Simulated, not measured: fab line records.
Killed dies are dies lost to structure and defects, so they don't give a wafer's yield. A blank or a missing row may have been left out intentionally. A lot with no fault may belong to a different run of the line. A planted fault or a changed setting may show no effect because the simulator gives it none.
fab line records ; flow n5_finfet
[record] lots = 7; wafers = 39
route steps=1938 shown BEOL_M7@1267 BEOL_M11@1578
start_h: the number of hours between the record's first day and the start of the first shown wafer of the lot ; wait_h: how many hours have passed since the lot's step before this one ; " as in the row above ; L1.1+2: a single row standing in for several wafers ; - value missing, or start not given ; * or withheld: withheld ; < > ~ a bound
route shown NAME@n: NAME is a module with steps in the file, n the number in the route of the first one ; usual: mean/standard deviation of fault-free wafers ; same: alike in all rows ; chamber/n: place in a boat ; sites: the reading at each site ; _std_site: how widely they spread, as a standard deviation ; _edge_site: the outer-site mean with the inner-site mean subtracted ; radius_mm: for every site, how far away it sits from the centre of the wafer ; mask NAME#n: copy n ; behind: the tool/chamber that last shaped the wafer ; hold: why the lot went on hold/how many hours it stayed there/how the hold came to an end ; device: names the non-switching transistor (n, p or np) ; end of line: the tests these same wafers got at the end of their route ; a step given without rows: its recipe and nothing more ; killed: dies that structure and defects cost at the first sort, which is not the same as the wafer's yield ; map: dies across one wafer; x = killed, . = not, _ = none there
set.NAME: the run value of the setting; set.NAME@STEP: its run value at that earlier step ; model.NAME: the simulator's own value behind a step, which no gauge read
one table per step and one row per wafer, for lots whose settings were changed on purpose
[[steps]]
[step N5_BEOL_M7_HM_DEP_02]
[recipe] material = TiN; target_thk_a = 200; temp_c = 25; chamber_pressure_pa = 0.49996
lot.wafer;tool;chamber;start_h;wait_h;set.target_thk_a;model.TiN_of_BEOL_M7_HM_DEP_02.thk_nm
L078.1+3;pvd_sputter-02;-;218.02;1.8;200;19.8
L078.2+6;pvd_sputter-02;-;218.02;1.8;164.4;16.4
L078.4;pvd_sputter-02;-;218.02;1.8;164.4;15.8
L078.5;pvd_sputter-02;-;218.02;1.8;200;19.6
L083.1;pvd_sputter-03;-;241.87;0.4;248.3;24.4
L083.2+6;pvd_sputter-03;-;241.87;0.4;200;19.8
L083.3;pvd_sputter-03;-;241.87;0.4;248.3;24.6
L083.4;pvd_sputter-03;-;241.87;0.4;248.3;24.8
L083.5;pvd_sputter-03;-;241.87;0.4;200;19.6
L086.1+6;pvd_sputter-03;-;271.69;0.9;200;20
L086.4;pvd_sputter-03;-;271.69;0.9;200;19.6
L093.1;pvd_sputter-02;-;305.62;1.5;151.8;15.4
L093.2;pvd_sputter-02;-;305.62;1.5;151.8;15.2
L093.3;pvd_sputter-02;-;305.62;1.5;200;19.4
L093.4;pvd_sputter-02;-;305.62;1.5;151.8;15
L093.5;pvd_sputter-02;-;305.62;1.5;200;20
L093.6;pvd_sputter-02;-;305.62;1.5;200;20.2
L095.1;pvd_sputter-02;-;336.49;0.7;137.6;13.8
L095.2;pvd_sputter-02;-;336.49;0.7;137.6;14
L095.3;pvd_sputter-02;-;336.49;0.7;200;19.6
L095.4;pvd_sputter-02;-;336.49;0.7;200;20.2
L095.5;pvd_sputter-02;-;336.49;0.7;137.6;13.4
L095.6;pvd_sputter-02;-;336.49;0.7;200;20
L097.1+5;pvd_sputter-01;-;343.35;1.0;133.9;13.4
L097.2;pvd_sputter-01;-;343.35;1.0;200;20
L097.3;pvd_sputter-01;-;343.35;1.0;133.9;13.2
L097.4;pvd_sputter-01;-;343.35;1.0;200;20.6
L097.6;pvd_sputter-01;-;343.35;1.0;200;19.8
L096.1+2;pvd_sputter-02;-;363.93;2.1;289.1;29
L096.3;pvd_sputter-02;-;363.93;2.1;200;20.2
L096.4;pvd_sputter-02;-;363.93;2.1;200;19.6
L096.5;pvd_sputter-02;-;363.93;2.1;200;20
L096.6;pvd_sputter-02;-;363.93;2.1;289.1;29.2
[step N5_BEOL_M7_COAT_59]
[recipe] resist = SOC; temp_c = 250; time_s = 60; spin_rpm = 1500; resist_thk_nm = 100
[step N5_BEOL_M7_COAT_60]
[recipe] resist = SiARC; temp_c = 220; time_s = 60; spin_rpm = 1500; resist_thk_nm = 35
[step N5_BEOL_M7_STRIP_68]
[recipe] chemistry = N2/H2; temp_c = 40; n2_flow_sccm = 200; h2_flow_sccm = 200; rf_frequency_hz = 6e+07
[step N5_BEOL_M7_STRIP_67]
[recipe] chemistry = CF4; resist = SiARC; power_w = 300; bias_power_w = 75; pressure_mtorr = 50; cf4_flow_sccm = 150; rf_frequency_hz = 6e+07
[step N5_BEOL_M7_HM_OPEN_17]
[recipe] chemistry = Cl2/BCl3; target_depth_a = 200; overetch_a = 60; target = TiN; mask_material = SOC; ion_energy_ev = 150; pressure_mtorr = 10; icp_w = 1000; bias_w = 126; Cl2_flow_sccm = 53.25; bcl3_flow_sccm = 21.75; Ar_flow_sccm = 25
lot.wafer;tool;chamber;start_h;wait_h;set.target_thk_a@BEOL_M7_HM_DEP_02;model.etch.depth_nm
L078.1;rie_metal-03;1;218.88;0.0;200;19.84
L078.2;rie_metal-03;0;218.88;0.0;164.4;16.46
L078.3;rie_metal-03;1;218.88;0.0;200;19.73
L078.4;rie_metal-03;0;218.88;0.0;164.4;15.77
L078.5;rie_metal-03;1;218.88;0.0;200;19.67
L078.6;rie_metal-03;0;218.88;0.0;164.4;16.33
L083.1;rie_metal-03;0;242.61;0.0;248.3;24.39
L083.2;rie_metal-03;1;242.61;0.0;200;19.81
L083.3;rie_metal-03;0;242.61;0.0;248.3;24.53
L083.4;rie_metal-03;1;242.61;0.0;248.3;24.76
L083.5;rie_metal-03;1;242.61;0.0;200;19.63
L083.6;rie_metal-03;0;242.61;0.0;200;19.84
L086.1;rie_metal-02;0;272.55;0.0;200;20.03
L086.4;rie_metal-02;1;272.55;0.0;200;19.58
L086.6;rie_metal-02;0;272.55;0.0;200;19.99
L093.1;rie_metal-01;1;306.36;0.0;151.8;15.32
L093.2;rie_metal-01;0;306.36;0.0;151.8;15.25
L093.3;rie_metal-01;0;306.36;0.0;200;19.37
L093.4;rie_metal-01;1;306.36;0.0;151.8;14.99
L093.5;rie_metal-01;0;306.36;0.0;200;20.08
L093.6;rie_metal-01;1;306.36;0.0;200;20.24
L095.1;rie_metal-03;0;337.37;0.0;137.6;13.88
L095.2;rie_metal-03;1;337.37;0.0;137.6;13.91
L095.3;rie_metal-03;0;337.37;0.0;200;19.62
L095.4;rie_metal-03;1;337.37;0.0;200;20.25
L095.5;rie_metal-03;1;337.37;0.0;137.6;13.37
L095.6;rie_metal-03;0;337.37;0.0;200;20.09
L097.1;rie_metal-01;0;344.22;0.0;133.9;13.33
L097.2;rie_metal-01;1;344.22;0.0;200;20
L097.3;rie_metal-01;0;344.22;0.0;133.9;13.19
L097.4;rie_metal-01;1;344.22;0.0;200;20.51
L097.5;rie_metal-01;0;344.22;0.0;133.9;13.38
L097.6;rie_metal-01;1;344.22;0.0;200;19.78
L096.1;rie_metal-03;0;364.98;0.0;289.1;26.49
L096.2;rie_metal-03;1;364.98;0.0;289.1;25.51
L096.3;rie_metal-03;1;364.98;0.0;200;20.28
L096.4;rie_metal-03;0;364.98;0.0;200;19.7
L096.5;rie_metal-03;1;364.98;0.0;200;20.06
L096.6;rie_metal-03;0;364.98;0.0;289.1;26.55
[step N5_BEOL_M11_TRENCH_ETCH_37]
[recipe] chemistry = C4F6/O2; target_depth_a = 1488.3; target = SiCOH_lowk; time_s = 48; ion_energy_ev = 250; pressure_mtorr = 30; source_w = 345; bias_w = 185; Ar_flow_sccm = 300; C4F6_flow_sccm = 10; O2_flow_sccm = 10
lot.wafer;tool;chamber;start_h;wait_h;set.target_depth_a;model.BEOL_M11.feature_depth_nm;model.etch.depth_nm;model.TiN_of_BEOL_M11_HM_DEP_02.thk_nm
L078.1;rie_diel-02;0;-;-;614.2;58.2;58.25;18
L078.2;rie_diel-02;3;-;-;1488.3;147.4;147.5;15.6
L078.3;rie_diel-02;1;-;-;1488.3;141;141.1;16
L078.4;rie_diel-02;3;-;-;614.2;60.8;60.71;18
L078.5;rie_diel-02;1;-;-;1488.3;141.2;141.2;16.2
L078.6;rie_diel-02;0;-;-;614.2;59;59.05;18
L083.1;rie_diel-02;3;-;-;1488.3;150.6;150.5;16
L083.2;rie_diel-02;1;-;-;2274;218.2;218.2;13.6
L083.3;rie_diel-02;2;-;-;2274;231.2;231.2;13.6
L083.4;rie_diel-02;0;-;-;1488.3;143;143;16
L083.5;rie_diel-02;0;-;-;2274;219.6;219.5;14
L083.6;rie_diel-02;3;-;-;1488.3;149;149.1;15.8
L086.1;rie_diel-04;0;-;-;1488.3;145.4;145.4;16
L086.4;rie_diel-04;2;-;-;1488.3;149.4;149.4;16.2
L086.6;rie_diel-04;3;-;-;1488.3;148.8;148.9;16.4
L093.1;rie_diel-05;1;-;-;2047;208.4;208.3;15
L093.2;rie_diel-05;3;-;-;1488.3;151.4;151.3;16.2
L093.3;rie_diel-05;0;-;-;1488.3;145.4;145.3;16.4
L093.4;rie_diel-05;2;-;-;2047;204.2;204.2;14.8
L093.5;rie_diel-05;0;-;-;1488.3;145;145.1;16.6
L093.6;rie_diel-05;1;-;-;2047;207.4;207.4;14.6
L095.1;rie_diel-05;1;-;-;1488.3;148.2;148.3;16.4
L095.2;rie_diel-05;3;-;-;2077;209;208.9;14.2
L095.3;rie_diel-05;2;-;-;1488.3;145.4;145.3;16
L095.4;rie_diel-05;1;-;-;1488.3;148.6;148.6;16.4
L095.5;rie_diel-05;2;-;-;2077;204.6;204.6;14.8
L095.6;rie_diel-05;3;-;-;2077;208.6;208.6;14.6
L097.1;rie_diel-04;1;-;-;783.8;78.6;78.55;18
L097.2;rie_diel-04;2;-;-;1488.3;150.2;150.2;16
L097.3;rie_diel-04;3;-;-;783.8;77.6;77.64;18.4
L097.4;rie_diel-04;0;-;-;1488.3;147.2;147.1;16.8
L097.5;rie_diel-04;0;-;-;1488.3;148.4;148.4;16
L097.6;rie_diel-04;3;-;-;783.8;77.2;77.28;18.4
L096.1;rie_diel-04;0;-;-;2266;224.4;224.3;14.2
L096.2;rie_diel-04;3;-;-;2266;224;224;14.4
L096.3;rie_diel-04;2;-;-;1488.3;150.2;150.3;16.2
L096.4;rie_diel-04;1;-;-;1488.3;150.4;150.4;15.6
L096.5;rie_diel-04;0;-;-;2266;224.8;224.9;13.6
L096.6;rie_diel-04;3;-;-;1488.3;148.2;148.2;16.2
[step N5_BEOL_M11_ETCH_41]
[recipe] chemistry = CH3F/O2; target = SiCN; target_depth_a = 426; taper_deg = 2; time_s = 86; ion_energy_ev = 120; mask_material = TiN; pressure_mtorr = 30; source_w = 395; bias_w = 75; Ar_flow_sccm = 150; CH3F_flow_sccm = 30; O2_flow_sccm = 20
[step N5_BEOL_M11_STRIP_77]
[recipe] chemistry = N2/H2; time_s = 10; power_w = 450; temp_c = 40; pressure_mtorr = 20; rf_frequency_hz = 6e+07; bias_power_w = 7; n2_flow_sccm = 200; h2_flow_sccm = 200
[step N5_BEOL_M11_OCD_MEAS_38]
[usual] trench_depth_nm = 147/3.1
lot.wafer;tool;chamber;start_h;wait_h;set.target_depth_a@BEOL_M11_TRENCH_ETCH_37;trench_depth_nm
L078.1;ocd-02;-;256.61;-;614.2;58
L078.2;ocd-02;-;256.61;-;1488.3;147
L078.3;ocd-02;-;256.61;-;1488.3;141
L078.4;ocd-02;-;256.61;-;614.2;61
L078.5;ocd-02;-;256.61;-;1488.3;141
L078.6;ocd-02;-;256.61;-;614.2;59
L083.1;ocd-01;-;273.90;-;1488.3;150
L083.2;ocd-01;-;273.90;-;2274;219
L083.3;ocd-01;-;273.90;-;2274;231
L083.4;ocd-01;-;273.90;-;1488.3;143
L083.5;ocd-01;-;273.90;-;2274;220
L083.6;ocd-01;-;273.90;-;1488.3;149
L086.1;ocd-02;-;314.38;-;1488.3;146
L086.4;ocd-02;-;314.38;-;1488.3;150
L086.6;ocd-02;-;314.38;-;1488.3;149
L093.1;ocd-02;-;347.17;-;2047;208
L093.2;ocd-02;-;347.17;-;1488.3;151
L093.3;ocd-02;-;347.17;-;1488.3;146
L093.4;ocd-02;-;347.17;-;2047;204
L093.5;ocd-02;-;347.17;-;1488.3;145
L093.6;ocd-02;-;347.17;-;2047;208
L095.1;ocd-02;-;375.82;-;1488.3;148
L095.2;ocd-02;-;375.82;-;2077;209
L095.3;ocd-02;-;375.82;-;1488.3;145
L095.4;ocd-02;-;375.82;-;1488.3;148
L095.5;ocd-02;-;375.82;-;2077;205
L095.6;ocd-02;-;375.82;-;2077;209
L097.1;ocd-01;-;383.25;-;783.8;79
L097.2;ocd-01;-;383.25;-;1488.3;150
L097.3;ocd-01;-;383.25;-;783.8;78
L097.4;ocd-01;-;383.25;-;1488.3;148
L097.5;ocd-01;-;383.25;-;1488.3;148
L097.6;ocd-01;-;383.25;-;783.8;77
L096.1;ocd-01;-;404.17;-;2266;224
L096.2;ocd-01;-;404.17;-;2266;224
L096.3;ocd-01;-;404.17;-;1488.3;150
L096.4;ocd-01;-;404.17;-;1488.3;151
L096.5;ocd-01;-;404.17;-;2266;225
L096.6;ocd-01;-;404.17;-;1488.3;148
[step N5_BEOL_M11_HM_STRIP_39]
[recipe] chemistry = peroxide_tin_strip; material = TiN; target_depth_a = 250; temp_c = 50; time_s = 158
[step N5_BEOL_M11_SRD_40]
[recipe] time_s = 30; temp_c = 23; rinse_liquid = diw; dry = ipa_marangoni
[step N5_BEOL_M11_ECD_50]
[recipe] material = Cu; target_thk_a = 3180
[step N5_BEOL_M11_ANNEAL_51]
[recipe] temp_c = 225; time_s = 90; ambient = N2
[step N5_BEOL_M11_CMP_52]
[recipe] stop_on = SiCOH_lowk; t_overpolish_s = 7; down_force_psi = 1; platen_rpm = 50; clearing_platen_down_force_psi = 1.5; clearing_platen_rpm = 50; post_cmp_clean = cu_alkaline; target_thk_nm = 140; clearing_platen_pad_velocity_m_s = 0.99484; pad_velocity_m_s = 0.99484
lot.wafer;tool;chamber;start_h;wait_h;set.target_depth_a@BEOL_M11_TRENCH_ETCH_37;model.Cu_of_BEOL_M11_ECD_50.thk_nm
L078.1;cmp-03;1;259.87;0.3;614.2;49.2
L078.2;cmp-03;2;259.87;0.3;1488.3;138.6
L078.4;cmp-03;3;259.87;0.3;614.2;50.8
L078.3;cmp-03;0;259.87;0.3;1488.3;130.8
L078.5;cmp-03;1;259.87;0.3;1488.3;131
L078.6;cmp-03;2;259.87;0.3;614.2;50
L083.4;cmp-01;0;276.16;0.1;1488.3;136.8
L083.1;cmp-01;1;276.16;0.1;1488.3;142.8
L083.3;cmp-01;2;276.16;0.1;2274;222.4
L083.2;cmp-01;3;276.16;0.1;2274;209.2
L083.5;cmp-01;0;276.16;0.1;2274;212
L083.6;cmp-01;1;276.16;0.1;1488.3;141
L086.4;cmp-01;0;316.50;0.2;1488.3;141.4
L086.1;cmp-01;2;316.50;0.2;1488.3;137
L086.6;cmp-01;3;316.50;0.2;1488.3;140.6
L093.1;cmp-03;3;349.69;0.3;2047;197.8
L093.2;cmp-03;0;349.69;0.3;1488.3;141.8
L093.3;cmp-03;1;349.69;0.3;1488.3;137.2
L093.4;cmp-03;2;349.69;0.3;2047;195.8
L093.6;cmp-03;3;349.69;0.3;2047;197
L093.5;cmp-03;0;349.69;0.3;1488.3;135.4
L095.4;cmp-03;2;378.83;0.1;1488.3;140.6
L095.3;cmp-03;3;378.83;0.1;1488.3;136.2
L095.2;cmp-03;0;378.83;0.1;2077;201.2
L095.1;cmp-03;1;378.83;0.1;1488.3;140.2
L095.5;cmp-03;2;378.83;0.1;2077;197
L095.6;cmp-03;3;378.83;0.1;2077;200.6
L097.4;cmp-01;1;386.38;0.1;1488.3;139.4
L097.2;cmp-01;2;386.38;0.1;1488.3;141.4
L097.1;cmp-01;3;386.38;0.1;783.8;68.6
L097.3;cmp-01;0;386.38;0.1;783.8;69.6
L097.6;cmp-01;1;386.38;0.1;783.8;68.8
L097.5;cmp-01;2;386.38;0.1;1488.3;138.8
L096.1;cmp-01;1;406.06;0.3;2266;215.8
L096.2;cmp-01;2;406.06;0.3;2266;214.6
L096.3;cmp-01;3;406.06;0.3;1488.3;141.2
L096.4;cmp-01;0;406.06;0.3;1488.3;141
L096.6;cmp-01;1;406.06;0.3;1488.3;139.8
L096.5;cmp-01;2;406.06;0.3;2266;216
[step N5_BEOL_M11_THK_MEAS_53]
[recipe] thk_meas_gauge = xrf; reads = Cu_of_BEOL_M11_ECD_50
[usual] M11_THK = 140/3.1
lot.wafer;tool;chamber;start_h;wait_h;set.target_depth_a@BEOL_M11_TRENCH_ETCH_37;M11_THK[nm]
L078.1;film_metro-01;-;260.17;-;614.2;49
L078.2;film_metro-01;-;260.17;-;1488.3;139
L078.3;film_metro-01;-;260.17;-;1488.3;131
L078.4;film_metro-01;-;260.17;-;614.2;51
L078.5;film_metro-01;-;260.17;-;1488.3;132
L078.6;film_metro-01;-;260.17;-;614.2;50
L083.1;film_metro-01;-;276.46;-;1488.3;144
L083.2;film_metro-01;-;276.46;-;2274;210
L083.3;film_metro-01;-;276.46;-;2274;224
L083.4;film_metro-01;-;276.46;-;1488.3;138
L083.5;film_metro-01;-;276.46;-;2274;214
L083.6;film_metro-01;-;276.46;-;1488.3;143
L086.1;film_metro-02;-;316.76;-;1488.3;137
L086.4;film_metro-02;-;316.76;-;1488.3;143
L086.6;film_metro-02;-;316.76;-;1488.3;142
L093.1;film_metro-02;-;349.99;-;2047;201
L093.2;film_metro-02;-;349.99;-;1488.3;144
L093.3;film_metro-02;-;349.99;-;1488.3;139
L093.4;film_metro-02;-;349.99;-;2047;199
L093.5;film_metro-02;-;349.99;-;1488.3;138
L093.6;film_metro-02;-;349.99;-;2047;201
L095.1;film_metro-01;-;379.13;-;1488.3;140
L095.2;film_metro-01;-;379.13;-;2077;201
L095.3;film_metro-01;-;379.13;-;1488.3;137
L095.4;film_metro-01;-;379.13;-;1488.3;141
L095.5;film_metro-01;-;379.13;-;2077;197
L095.6;film_metro-01;-;379.13;-;2077;201
L097.1;film_metro-01;-;386.68;-;783.8;69
L097.2;film_metro-01;-;386.68;-;1488.3;142
L097.3;film_metro-01;-;386.68;-;783.8;70
L097.4;film_metro-01;-;386.68;-;1488.3;140
L097.5;film_metro-01;-;386.68;-;1488.3;140
L097.6;film_metro-01;-;386.68;-;783.8;69
L096.1;film_metro-02;-;406.35;-;2266;215
L096.2;film_metro-02;-;406.35;-;2266;215
L096.3;film_metro-02;-;406.35;-;1488.3;141
L096.4;film_metro-02;-;406.35;-;1488.3;140
L096.5;film_metro-02;-;406.35;-;2266;217
L096.6;film_metro-02;-;406.35;-;1488.3;140
[step N5_BEOL_M11_PRE_CLEAN_55]
[recipe] gas = NH3; time_s = 15; temp_c = withheld; rf_power_w = 300
[step N5_BEOL_M11_DEP_56]
[recipe] material = SiCN; target_thk_a = 300; temp_c = withheld; precursor = 3MS/NH3; pressure_torr = 3; rf_w = 675; time_s = 10.5
[step N5_BEOL_M11_RS_MEAS_57]
[recipe] thk_meas_gauge = four-point-probe; reads = Cu_of_BEOL_M11_ECD_50+Co_of_BEOL_M11_CVD_75+TaN_of_BEOL_M11_ALD_74
[usual] M11_RS = 0.153/0.0037
lot.wafer;tool;chamber;start_h;wait_h;set.target_depth_a@BEOL_M11_TRENCH_ETCH_37;M11_RS[ohm/sq]
L078.1;film_metro-01;-;260.29;0.0;614.2;0.515
L078.2;film_metro-01;-;260.29;0.0;1488.3;0.153
L078.3;film_metro-01;-;260.29;0.0;1488.3;0.163
L078.4;film_metro-01;-;260.29;0.0;614.2;0.494
L078.5;film_metro-01;-;260.29;0.0;1488.3;0.162
L078.6;film_metro-01;-;260.29;0.0;614.2;0.505
L083.1;film_metro-01;-;276.58;0.0;1488.3;0.147
L083.2;film_metro-01;-;276.58;0.0;2274;0.097
L083.3;film_metro-01;-;276.58;0.0;2274;0.091
L083.4;film_metro-01;-;276.58;0.0;1488.3;0.155
L083.5;film_metro-01;-;276.58;0.0;2274;0.096
L083.6;film_metro-01;-;276.58;0.0;1488.3;0.150
L086.1;film_metro-02;-;316.91;0.1;1488.3;0.154
L086.4;film_metro-02;-;316.91;0.1;1488.3;0.150
L086.6;film_metro-02;-;316.91;0.1;1488.3;0.150
L093.1;film_metro-01;-;350.12;0.0;2047;0.104
L093.2;film_metro-01;-;350.12;0.0;1488.3;0.148
L093.3;film_metro-01;-;350.12;0.0;1488.3;0.154
L093.4;film_metro-01;-;350.12;0.0;2047;0.105
L093.5;film_metro-01;-;350.12;0.0;1488.3;0.157
L093.6;film_metro-01;-;350.12;0.0;2047;0.104
L095.1;film_metro-02;-;379.25;0.0;1488.3;0.151
L095.2;film_metro-02;-;379.25;0.0;2077;0.102
L095.3;film_metro-02;-;379.25;0.0;1488.3;0.155
L095.4;film_metro-02;-;379.25;0.0;1488.3;0.150
L095.5;film_metro-02;-;379.25;0.0;2077;0.104
L095.6;film_metro-02;-;379.25;0.0;2077;0.102
L097.1;film_metro-01;-;386.83;0.1;783.8;0.341
L097.2;film_metro-01;-;386.83;0.1;1488.3;0.149
L097.3;film_metro-01;-;386.83;0.1;783.8;0.336
L097.4;film_metro-01;-;386.83;0.1;1488.3;0.151
L097.5;film_metro-01;-;386.83;0.1;1488.3;0.152
L097.6;film_metro-01;-;386.83;0.1;783.8;0.341
L096.1;film_metro-02;-;406.48;0.0;2266;0.094
L096.2;film_metro-02;-;406.48;0.0;2266;0.095
L096.3;film_metro-02;-;406.48;0.0;1488.3;0.150
L096.4;film_metro-02;-;406.48;0.0;1488.3;0.150
L096.5;film_metro-02;-;406.48;0.0;2266;0.094
L096.6;film_metro-02;-;406.48;0.0;1488.3;0.151
[[key]]
[split] step = N5_BEOL_M7_HM_DEP_02; setting = target_thk_a; stated = 200; by = wafer
[response] step = N5_BEOL_M7_HM_DEP_02; reading = model.TiN_of_BEOL_M7_HM_DEP_02.thk_nm; change = +0.202; per = 1%; r = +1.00
[response] step = N5_BEOL_M7_HM_OPEN_17; reading = model.etch.depth_nm; change = +0.179; per = 1%; r = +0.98
[split] step = N5_BEOL_M11_TRENCH_ETCH_37; setting = target_depth_a; stated = 1488.3; by = wafer
[response] step = N5_BEOL_M11_TRENCH_ETCH_37; reading = model.BEOL_M11.feature_depth_nm; change = +1.46; per = 1%; r = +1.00
[response] step = N5_BEOL_M11_TRENCH_ETCH_37; reading = model.etch.depth_nm; change = +1.46; per = 1%; r = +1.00
[response] step = N5_BEOL_M11_TRENCH_ETCH_37; reading = model.TiN_of_BEOL_M11_HM_DEP_02.thk_nm; change = -0.0396; per = 1%; r = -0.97
[response] step = N5_BEOL_M11_OCD_MEAS_38; reading = trench_depth_nm; change = +1.47; per = 1%; r = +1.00
[response] step = N5_BEOL_M11_CMP_52; reading = model.Cu_of_BEOL_M11_ECD_50.thk_nm; change = +1.46; per = 1%; r = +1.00
[response] step = N5_BEOL_M11_THK_MEAS_53; reading = M11_THK; change = +1.47; per = 1%; r = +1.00
[response] step = N5_BEOL_M11_RS_MEAS_57; reading = M11_RS; shape = bent; at_lowest = 0.505; at_stated = 0.153; at_highest = 0.095
